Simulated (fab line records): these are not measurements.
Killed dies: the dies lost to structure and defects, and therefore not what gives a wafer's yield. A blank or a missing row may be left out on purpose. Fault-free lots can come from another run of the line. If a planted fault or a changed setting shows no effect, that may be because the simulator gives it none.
What tool caused it? :: flow nand-harc :: 42 wafers from 14 lots sampled at 4 of the route's 1302 steps

WHAT THE GAUGES READ, wafer by wafer
The record holds no reading of a measuring or inspecting step that can be judged against a usual standard deviation.

WHICH TOOL RAN EACH LOT (tool, then ch and the chambers of the sampled wafers, then the start)
lot: L509
NHARC_P_M2_PRE_CLEAN_30: pvd-sputter-01, day 6 16:22 or earlier
NHARC_P_M2_PVD_20: pvd-sputter-01, day 6 16:22 or earlier
NHARC_P_M2_ANNEAL_31: rtp-anneal-02 ch 0, day 6 16:22
NHARC_P_BONDPAD_DEP_00: pecvd-03 ch 0,2, day 6 17:44

lot: L511
NHARC_P_M2_PRE_CLEAN_30: pvd-sputter-01, day 7 08:17 or earlier
NHARC_P_M2_PVD_20: pvd-sputter-01, day 7 08:17 or earlier
NHARC_P_M2_ANNEAL_31: rtp-anneal-01 ch 0, day 7 08:17
NHARC_P_BONDPAD_DEP_00: pecvd-01 ch 0,2, day 7 09:39

lot: L512
NHARC_P_M2_PRE_CLEAN_30: pvd-sputter-01, day 7 18:13 or earlier
NHARC_P_M2_PVD_20: pvd-sputter-01, day 7 18:13 or earlier
NHARC_P_M2_ANNEAL_31: rtp-anneal-01 ch 0, day 7 18:13
NHARC_P_BONDPAD_DEP_00: pecvd-03 ch 0,1,2, day 7 19:34

lot: L513
NHARC_P_M2_PRE_CLEAN_30: pvd-sputter-03, day 8 00:59 or earlier
NHARC_P_M2_PVD_20: pvd-sputter-03, day 8 00:59 or earlier
NHARC_P_M2_ANNEAL_31: rtp-anneal-01 ch 0, day 8 00:59
NHARC_P_BONDPAD_DEP_00: pecvd-01 ch 0,1,2, day 8 02:25

lot: L515
NHARC_P_M2_PRE_CLEAN_30: pvd-sputter-03, day 9 11:10 or earlier
NHARC_P_M2_PVD_20: pvd-sputter-03, day 9 11:10 or earlier
NHARC_P_M2_ANNEAL_31: rtp-anneal-02 ch 0, day 9 11:10
NHARC_P_BONDPAD_DEP_00: pecvd-03 ch 0,1, day 9 12:36

lot: L517
NHARC_P_M2_PRE_CLEAN_30: pvd-sputter-01, day 9 20:25 or earlier
NHARC_P_M2_PVD_20: pvd-sputter-01, day 9 20:25 or earlier
NHARC_P_M2_ANNEAL_31: rtp-anneal-02 ch 0, day 9 20:25
NHARC_P_BONDPAD_DEP_00: pecvd-03 ch 0,1, day 9 21:47

lot: L519
NHARC_P_M2_PRE_CLEAN_30: pvd-sputter-03, day 10 12:05 or earlier
NHARC_P_M2_PVD_20: pvd-sputter-03, day 10 12:05 or earlier
NHARC_P_M2_ANNEAL_31: rtp-anneal-01 ch 0, day 10 12:05
NHARC_P_BONDPAD_DEP_00: pecvd-04 ch 0,2, day 10 13:35

lot: L522
NHARC_P_M2_PRE_CLEAN_30: pvd-sputter-02, day 11 16:39 or earlier
NHARC_P_M2_PVD_20: pvd-sputter-02, day 11 16:39 or earlier
NHARC_P_M2_ANNEAL_31: rtp-anneal-01 ch 0, day 11 16:39
NHARC_P_BONDPAD_DEP_00: pecvd-03 ch 0,2, day 11 18:04

lot: L525
NHARC_P_M2_PRE_CLEAN_30: pvd-sputter-03, day 13 08:25 or earlier
NHARC_P_M2_PVD_20: pvd-sputter-03, day 13 08:25 or earlier
NHARC_P_M2_ANNEAL_31: rtp-anneal-01 ch 0, day 13 08:25
NHARC_P_BONDPAD_DEP_00: pecvd-01 ch 0,1,2, day 13 09:50

lot: L526
NHARC_P_M2_PRE_CLEAN_30: pvd-sputter-02, day 13 13:13 or earlier
NHARC_P_M2_PVD_20: pvd-sputter-02, day 13 13:13 or earlier
NHARC_P_M2_ANNEAL_31: rtp-anneal-02 ch 0, day 13 13:13
NHARC_P_BONDPAD_DEP_00: pecvd-03 ch 0,1,2, day 13 14:35

lot: L529
NHARC_P_M2_PRE_CLEAN_30: pvd-sputter-01, day 14 19:55 or earlier
NHARC_P_M2_PVD_20: pvd-sputter-01, day 14 19:55 or earlier
NHARC_P_M2_ANNEAL_31: rtp-anneal-02 ch 0, day 14 19:55
NHARC_P_BONDPAD_DEP_00: pecvd-03 ch 0,2, day 14 21:26

lot: L530
NHARC_P_M2_PRE_CLEAN_30: pvd-sputter-02, day 14 23:58 or earlier
NHARC_P_M2_PVD_20: pvd-sputter-02, day 14 23:58 or earlier
NHARC_P_M2_ANNEAL_31: rtp-anneal-01 ch 0, day 14 23:58
NHARC_P_BONDPAD_DEP_00: pecvd-04 ch 0,1,2, day 15 01:14

lot: L531
NHARC_P_M2_PRE_CLEAN_30: pvd-sputter-03, day 15 09:47 or earlier
NHARC_P_M2_PVD_20: pvd-sputter-03, day 15 09:47 or earlier
NHARC_P_M2_ANNEAL_31: rtp-anneal-02 ch 0, day 15 09:47
NHARC_P_BONDPAD_DEP_00: pecvd-01 ch 0,1,2, day 15 11:14

lot: L532
NHARC_P_M2_PRE_CLEAN_30: pvd-sputter-02, day 15 22:33 or earlier
NHARC_P_M2_PVD_20: pvd-sputter-02, day 15 22:33 or earlier
NHARC_P_M2_ANNEAL_31: rtp-anneal-02 ch 0, day 15 22:33
NHARC_P_BONDPAD_DEP_00: pecvd-01 ch 0,1,2, day 15 23:57
- NHARC_P_M2_PRE_CLEAN_30: time 30 s.
- NHARC_P_M2_PVD_20: deposits TaN, target thk 5 nm, time 8.06 s.
- NHARC_P_M2_ANNEAL_31: time 90 s.
- NHARC_P_BONDPAD_DEP_00: deposits SiCN, target thk 250 nm.

WHAT THE TOOLS THEMSELVES READ (means of the sampled wafers that have a number; where no wafer has one, the mark that the record gives instead)
NHARC_P_M2_PRE_CLEAN_30.
lot: L509
tool: pvd-sputter-01
heater-power-w (W): 348

lot: L511
tool: pvd-sputter-01
heater-power-w (W): 399

lot: L512
tool: pvd-sputter-01
heater-power-w (W): 421

lot: L513
tool: pvd-sputter-03
heater-power-w (W): 386

lot: L515
tool: pvd-sputter-03
heater-power-w (W): 383

lot: L517
tool: pvd-sputter-01
heater-power-w (W): 358

lot: L519
tool: pvd-sputter-03
heater-power-w (W): 398

lot: L522
tool: pvd-sputter-02
heater-power-w (W): 396

lot: L525
tool: pvd-sputter-03
heater-power-w (W): 404

lot: L526
tool: pvd-sputter-02
heater-power-w (W): 402

lot: L529
tool: pvd-sputter-01
heater-power-w (W): 379

lot: L530
tool: pvd-sputter-02
heater-power-w (W): 399

lot: L531
tool: pvd-sputter-03
heater-power-w (W): 408

lot: L532
tool: pvd-sputter-02
heater-power-w (W): 391

NHARC_P_M2_PVD_20.
lot: L509
tool: pvd-sputter-01
throttle-valve-pct (%): 29.7

lot: L511
tool: pvd-sputter-01
throttle-valve-pct (%): 29.5

lot: L512
tool: pvd-sputter-01
throttle-valve-pct (%): 29.2

lot: L513
tool: pvd-sputter-03
throttle-valve-pct (%): 28.8

lot: L515
tool: pvd-sputter-03
throttle-valve-pct (%): 30.8

lot: L517
tool: pvd-sputter-01
throttle-valve-pct (%): 28.7

lot: L519
tool: pvd-sputter-03
throttle-valve-pct (%): 31.3

lot: L522
tool: pvd-sputter-02
throttle-valve-pct (%): 28.9

lot: L525
tool: pvd-sputter-03
throttle-valve-pct (%): 29.9

lot: L526
tool: pvd-sputter-02
throttle-valve-pct (%): 30.0

lot: L529
tool: pvd-sputter-01
throttle-valve-pct (%): 28.9

lot: L530
tool: pvd-sputter-02
throttle-valve-pct (%): 30.4

lot: L531
tool: pvd-sputter-03
throttle-valve-pct (%): 30.6

lot: L532
tool: pvd-sputter-02
throttle-valve-pct (%): 30.4

NHARC_P_M2_ANNEAL_31.
lot: L509
tool: rtp-anneal-02
wafer_temp_C_max: 226.4

lot: L511
tool: rtp-anneal-01
wafer_temp_C_max: 226.1

lot: L512
tool: rtp-anneal-01
wafer_temp_C_max: 225.6

lot: L513
tool: rtp-anneal-01
wafer_temp_C_max: 226.1

lot: L515
tool: rtp-anneal-02
wafer_temp_C_max: 226.4

lot: L517
tool: rtp-anneal-02
wafer_temp_C_max: 226.4

lot: L519
tool: rtp-anneal-01
wafer_temp_C_max: 226.0

lot: L522
tool: rtp-anneal-01
wafer_temp_C_max: 225.8

lot: L525
tool: rtp-anneal-01
wafer_temp_C_max: 225.8

lot: L526
tool: rtp-anneal-02
wafer_temp_C_max: 226.1

lot: L529
tool: rtp-anneal-02
wafer_temp_C_max: 226.9

lot: L530
tool: rtp-anneal-01
wafer_temp_C_max: 225.7

lot: L531
tool: rtp-anneal-02
wafer_temp_C_max: 226.4

lot: L532
tool: rtp-anneal-02
wafer_temp_C_max: 226.4

NHARC_P_BONDPAD_DEP_00.
lot: L509
tool: pecvd-03
chamber-pressure-Torr (Torr): 3.002
heater-power-outer-w (W): 332
heater-power-w (W): 573
showerhead-vpp-V (V): 1245

lot: L511
tool: pecvd-01
chamber-pressure-Torr (Torr): 3.000
heater-power-outer-w (W): 345
heater-power-w (W): 633
showerhead-vpp-V (V): 1295

lot: L512
tool: pecvd-03
chamber-pressure-Torr (Torr): 3.002
heater-power-outer-w (W): 307
heater-power-w (W): 555
showerhead-vpp-V (V): 1273

lot: L513
tool: pecvd-01
chamber-pressure-Torr (Torr): 2.996
heater-power-outer-w (W): 334
heater-power-w (W): 624
showerhead-vpp-V (V): 1294

lot: L515
tool: pecvd-03
chamber-pressure-Torr (Torr): 3.002
heater-power-outer-w (W): 278
heater-power-w (W): 490
showerhead-vpp-V (V): 1236

lot: L517
tool: pecvd-03
chamber-pressure-Torr (Torr): 3.006
heater-power-outer-w (W): 329
heater-power-w (W): 549
showerhead-vpp-V (V): 1244

lot: L519
tool: pecvd-04
chamber-pressure-Torr (Torr): 3.009
heater-power-outer-w (W): 295
heater-power-w (W): 539
showerhead-vpp-V (V): 1437

lot: L522
tool: pecvd-03
chamber-pressure-Torr (Torr): 3.007
heater-power-outer-w (W): 351
heater-power-w (W): 586
showerhead-vpp-V (V): 1239

lot: L525
tool: pecvd-01
chamber-pressure-Torr (Torr): -
heater-power-outer-w (W): -
heater-power-w (W): -
showerhead-vpp-V (V): -

lot: L526
tool: pecvd-03
chamber-pressure-Torr (Torr): -
heater-power-outer-w (W): -
heater-power-w (W): -
showerhead-vpp-V (V): -

lot: L529
tool: pecvd-03
chamber-pressure-Torr (Torr): 3.001
heater-power-outer-w (W): 351
heater-power-w (W): 604
showerhead-vpp-V (V): 1257

lot: L530
tool: pecvd-04
chamber-pressure-Torr (Torr): 3.006
heater-power-outer-w (W): 315
heater-power-w (W): 557
showerhead-vpp-V (V): 1392

lot: L531
tool: pecvd-01
chamber-pressure-Torr (Torr): 3.002
heater-power-outer-w (W): 359
heater-power-w (W): 655
showerhead-vpp-V (V): 1300

lot: L532
tool: pecvd-01
chamber-pressure-Torr (Torr): 2.995
heater-power-outer-w (W): 373
heater-power-w (W): 655
showerhead-vpp-V (V): 1294

THE ANSWER, worked out from the rows above alone
Rule: the lots themselves supply what counts as usual. Put in order of their means at a reading, lots are off if they are a third of the lots or fewer, leave a main group of 4 or more, and stand apart from it by a gap of 3 or more times the standard deviation of the main group's means; of several such gaps the widest counts. If all means in a main group match to the digits the tables above print for the reading, that group is not used. A lot without any number at a reading at which 4 lots or more have one is off too. Any other lot the step has rows for is counted as sound. After the gauges, taken in route order, come the tools' own readings; for these a lot's mean is taken, as printed above. At the first step where some lot is off, the reading lying furthest off is the one used; lots without a number count as furthest.
Off: L525, L526, at NHARC_P_BONDPAD_DEP_00 (chamber-pressure-Torr). Without a number there: L525, L526. The main group has a mean of 3.002 Torr with a standard deviation of 0.004.
A tool fits if, at that step or a process step before it, it ran every lot that is off, and no sound lot after the first of them. NHARC_P_M2_PRE_CLEAN_30 gives no start for some lots, so the hours and the order of its lots are those of NHARC_P_M2_ANNEAL_31. NHARC_P_M2_PVD_20 gives no start for some lots, so the hours and the order of its lots are those of NHARC_P_M2_ANNEAL_31. No candidate that was tried fits.

WHAT THE SIMULATOR HAD PUT IN
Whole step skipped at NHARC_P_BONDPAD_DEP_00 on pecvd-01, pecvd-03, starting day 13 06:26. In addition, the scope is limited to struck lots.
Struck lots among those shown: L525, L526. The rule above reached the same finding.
